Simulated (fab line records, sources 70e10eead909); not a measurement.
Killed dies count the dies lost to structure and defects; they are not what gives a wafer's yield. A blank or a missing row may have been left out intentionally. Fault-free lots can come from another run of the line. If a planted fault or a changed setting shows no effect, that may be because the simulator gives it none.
Comparing a struck lot with a sound one :: flow nand-harc :: 14 steps out of a route of 1302
Sound: wafers L817.3, L817.4, L817.5. Wafers struck: L826.2, L826.3, L826.4. At the end, the cause is stated.
Order at every step that has rows: each side's tool, ch and its chambers, its first start. Under that, the readings that differ: sound wafers :: struck wafers :: difference of the means :: sigmas: that difference in standard deviations of wafers without a fault.
alike: a reading whose means differ by less than 2 such deviations, as well as words and numbers matching on both sides. not compared: withheld readings; readings where some wafer has no value; bounds like >300 that might hide an equal value; numbers whose values overlap and for which the record gives no deviation.
Wherever a step has rows on one side only, a row that says differs or no value, or a row with sigmas, the two part there. When numbers do not overlap yet have no deviation, they are printed without sigmas and do not part them. Lack of a reading on every wafer of one side parts them only where that side has two or more wafers.

NHARC_A_STAIRCASE_STRIP_274: strips in O2.
  sound: rie-diel-04 ch 1,2,3; struck: rie-diel-08 ch 0,1,3
  alike: drypump-motor-current-A, oes-product-au, rf-vpp-V, showerhead-plenum-p-Torr, throttle-valve-pct
  not compared: rf-hours-counter-h
then, 3 steps without rows for these wafers: NHARC_A_STAIRCASE_STRIP_275 (strips in SPM, time 900 s); NHARC_A_STAIRCASE_PRECLEAN_276 (cleans in SC1); NHARC_A_STAIRCASE_SRD_277.
NHARC_A_STAIRCASE_HM_DEP_459: deposits aC, target thk 1500 nm.
  sound on acl-dep-01 ch 0, day 18 15:30; struck on acl-dep-03 ch 0, day 22 21:47
  alike: throttle-valve-pct
NHARC_A_STAIRCASE_DEP_280: deposits SiON, target thk 30 nm.
  sound on pecvd-04 ch 0,1, day 18 16:46; struck on pecvd-02 ch 1,2, day 22 23:20
  alike: heater-power-w
then, 5 steps without rows for these wafers: NHARC_A_STAIRCASE_DEHYDRATE_281 (time 120 s); NHARC_A_STAIRCASE_HMDS_282 (time 30 s); NHARC_A_STAIRCASE_COAT_283; NHARC_A_STAIRCASE_SOFTBAKE_284 (time 170 s); NHARC_A_STAIRCASE_EBR_285.
NHARC_A_STAIRCASE_EXPOSE_286: exposes mask CHOP 100.
  sound on krf-scanner-04 ch 0, day 18 17:14; struck on krf-scanner-02 ch 0, day 22 23:56
reading: exposure-dose-mJ-cm2
sound: 25.013 25.013 24.976
struck: 14.971 14.946 14.996
difference: -10.030
sigmas: -99 or more
  alike: mask
then, 1 step without rows for these wafers: NHARC_A_STAIRCASE_PEB_287 (peb time 130 s).
NHARC_END_SORT_01:
  the record has rows for the sound wafers here (prober-01 ch 0, day 26 16:55) and none for the struck ones

== WHERE THEY PART ==
Earliest at NHARC_A_STAIRCASE_EXPOSE_286; latest, in this record, at NHARC_END_SORT_01.

WHY: what the simulator had put in
Drift in process parameters on krf-scanner-02 at NHARC_A_STAIRCASE_EXPOSE_286, starting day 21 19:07. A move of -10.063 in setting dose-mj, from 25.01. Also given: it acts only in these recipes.
